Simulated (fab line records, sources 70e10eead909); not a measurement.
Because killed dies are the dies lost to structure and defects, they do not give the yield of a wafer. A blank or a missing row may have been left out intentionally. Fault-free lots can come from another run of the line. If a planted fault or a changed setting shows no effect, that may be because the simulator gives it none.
Chamber matching | flow nand-harc | NHARC_P_GATE_DEP_103 on pecvd-04: 3 sister chambers
The step deposits SiON, target thk 30 nm. 3 wafers are shown with their chamber, then 8 later ones without.

== WAFERS PAIRED WITH THEIR CHAMBERS ==
wafer  | chamber | heater-power-w (W)
L083.6 | 1       | 742
L087.5 | 0       | 687
L089.1 | 2       | 845

== WAFERS WITH NO CHAMBER GIVEN ==
wafer  | heater-power-w (W)
L089.3 | 754
L089.5 | 763
L093.4 | 771
L093.5 | 724
L093.6 | 848
L097.2 | 634
L097.3 | 851
L097.5 | 735

== EACH ONE'S CHAMBER ==
wafer  | from the rows above     | in truth
L089.3 | 1                       | 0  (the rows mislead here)
L089.5 | 1                       | 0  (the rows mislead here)
L093.4 | can't be placed: 1 or 2 | 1
L093.5 | can't be placed: 1 or 0 | 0
L093.6 | 2                       | 2
L097.2 | 0                       | 0
L097.3 | 2                       | 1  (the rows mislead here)
L097.5 | can't be placed: 1 or 0 | 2
Correctly placed: 2 of 8. These rows do not allow placing 3 (true chamber among the candidates in 2). 3 placed wrongly.
How it was worked out, from the rows above alone: a wafer's distance from a chamber is the root of the sum, over the readings, of the square of ((its reading less the chamber's mean) divided by the reading's scatter). The wafer belongs to the nearest chamber; if the next one is less than 2 further off, it can't be placed. A chamber's mean is the mean of its shown wafers. The scatter: with one shown wafer a chamber, the root of the mean of the squares of how far each hidden wafer lies from its nearest shown one.
